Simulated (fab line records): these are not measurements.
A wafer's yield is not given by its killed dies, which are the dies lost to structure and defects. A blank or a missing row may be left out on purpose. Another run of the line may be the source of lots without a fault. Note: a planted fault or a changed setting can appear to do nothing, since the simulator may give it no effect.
2 desks looking at one fault + flow n5 finfet + each desk has only its own numbers; what lay behind them comes last

## TOOL OWNER'S DESK, pecvd-02
The tool's own readings at N5_BEOL_M5_ILD_DEP_00 (deposits SiCOH lowk from DEMS/porogen, target thk 140.64 nm, time 25.9 s): means of the sampled wafers that have a number, for each lot that ran on this tool. If a lot's mean is further than 4 standard deviations from the usual mean, the lot is out of limits and carries the mark OUT (the distance appears in the brackets).
Columns: A = heater power w at N5_BEOL_M5_ILD_DEP_00, usual 323 W; B = showerhead plenum p Torr at N5_BEOL_M5_ILD_DEP_00, usual 5.746 Torr; C = throttle valve pct at N5_BEOL_M5_ILD_DEP_00, usual 14.0 %
| lot  | first seen here | A   | B     | C    |
|------|-----------------|-----|-------|------|
| L314 | day 8 08:28     | 311 | 5.755 | 14.4 |
| L317 | day 9 06:24     | 341 | 5.760 | 14.2 |
| L318 | day 9 09:20     | 326 | 5.734 | 14.8 |
| L320 | day 9 22:25     | 358 | 5.740 | 14.4 |
| L321 | day 10 05:12    | 306 | 5.749 | 14.1 |
| L332 | day 14 06:17    | 337 | 5.738 | 14.3 |
| L335 | day 14 11:49    | 329 | 5.758 | 14.2 |
This desk's verdict: no lot among the 7 shows anything out of limits.

## THE DEFECT DESK
Per lot, the means of the sampled wafers with a number show what the inspections along the route counted. If a lot's mean is further than 4 standard deviations from the usual mean, the lot is out of limits and carries the mark OUT (the distance appears in the brackets).
Columns: A = raw defect count at N5_BEOL_M5_INSPECT_13, usual 405; B = raw defect count at N5_BEOL_M5_INSPECT_30, usual 399
| lot  | first seen here | A              | B              |
|------|-----------------|----------------|----------------|
| L314 | day 8 11:16     | 342            | 321            |
| L317 | day 9 08:34     | 503            | 514            |
| L318 | day 9 11:25     | 438            | 419            |
| L320 | day 10 01:14    | 666            | 662            |
| L321 | day 10 07:52    | 868 (+6.0) OUT | 861 (+5.6) OUT |
| L334 | day 13 10:00    | 370            | 369            |
| L332 | day 14 07:51    | 401            | 401            |
| L335 | day 14 13:50    | 382            | 396            |
| L336 | day 15 06:32    | 403            | 422            |
This desk's finding: out of limits on L321; first on L321, day 10 07:52 (raw defect count at N5_BEOL_M5_INSPECT_13). L314, L317, L318, L320, L334, L332, L335, L336 stayed within limits.

## TAKEN TOGETHER
The defect desk could have raised an alarm at day 10 07:52, on L321.
Nothing out of limits was seen by the tool owner's desk.
On record at the tool owner's desk: L321, within its limits.
Every lot named ran N5_BEOL_M5_ILD_DEP_00 on pecvd-02.

## WHAT THE SIMULATOR HAD PUT IN
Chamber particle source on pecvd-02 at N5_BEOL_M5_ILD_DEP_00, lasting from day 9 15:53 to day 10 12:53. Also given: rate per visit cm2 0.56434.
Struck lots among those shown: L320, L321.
Hours from the fault's start to each desk's first reading out of limits: the defect desk, 16.
